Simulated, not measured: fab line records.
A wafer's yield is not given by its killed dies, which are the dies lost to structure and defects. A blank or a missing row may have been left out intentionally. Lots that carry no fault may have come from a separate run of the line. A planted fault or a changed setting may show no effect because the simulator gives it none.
Matching of chambers :: flow n5Finfet :: rieDiel-05 running N5_BEOL_M7_STRIP_36: 4 sister chambers
The step strips in N2/H2. 4 wafers are shown with their chamber, then 12 later ones without.

## WAFERS WITH THEIR CHAMBER
wafer: L080.2
chamber: 3
showerheadPlenumPTorr (Torr): 2.50

wafer: L092.1
chamber: 1
showerheadPlenumPTorr (Torr): 2.67

wafer: L092.2
chamber: 0
showerheadPlenumPTorr (Torr): 2.46

wafer: L092.3
chamber: 2
showerheadPlenumPTorr (Torr): 2.66

## WAFERS WITH NO CHAMBER GIVEN
wafer: L092.4
showerheadPlenumPTorr (Torr): 2.49

wafer: L092.5
showerheadPlenumPTorr (Torr): 2.46

wafer: L092.6
showerheadPlenumPTorr (Torr): 2.49

wafer: L093.1
showerheadPlenumPTorr (Torr): 2.67

wafer: L093.4
showerheadPlenumPTorr (Torr): 2.46

wafer: L093.6
showerheadPlenumPTorr (Torr): 2.66

wafer: L096.1
showerheadPlenumPTorr (Torr): 2.49

wafer: L096.3
showerheadPlenumPTorr (Torr): 2.46

wafer: L096.4
showerheadPlenumPTorr (Torr): 2.66

wafer: L097.1
showerheadPlenumPTorr (Torr): 2.48

wafer: L097.3
showerheadPlenumPTorr (Torr): 2.67

wafer: L097.6
showerheadPlenumPTorr (Torr): 2.66

## WHICH CHAMBER EACH ONE RAN IN
wafer: L092.4
from the rows above: 3
in truth: 3

wafer: L092.5
from the rows above: 0
in truth: 0

wafer: L092.6
from the rows above: 3
in truth: 3

wafer: L093.1
from the rows above: can't be placed: 1 or 2
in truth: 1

wafer: L093.4
from the rows above: 0
in truth: 0

wafer: L093.6
from the rows above: can't be placed: 2 or 1
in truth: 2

wafer: L096.1
from the rows above: 3
in truth: 3

wafer: L096.3
from the rows above: 0
in truth: 0

wafer: L096.4
from the rows above: can't be placed: 2 or 1
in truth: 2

wafer: L097.1
from the rows above: can't be placed: 0 or 3
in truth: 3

wafer: L097.3
from the rows above: can't be placed: 1 or 2
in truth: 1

wafer: L097.6
from the rows above: can't be placed: 2 or 1
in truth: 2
6 of 12 placed correctly. Unplaceable from these rows: 6, with the true chamber sitting among the candidates in 6. 0 placed wrongly.
How it was worked out, from the rows above alone: a wafer's distance from a chamber is the root of the sum, over the readings, of the square of ((its reading less the chamber's mean) divided by the reading's scatter). The wafer belongs to the nearest chamber; if the next one is less than 2 further off, it can't be placed. A chamber's mean is the mean of its shown wafers. The scatter (one wafer shown for each chamber): square how far every hidden wafer sits from the nearest shown wafer, average those squares and take the square root.
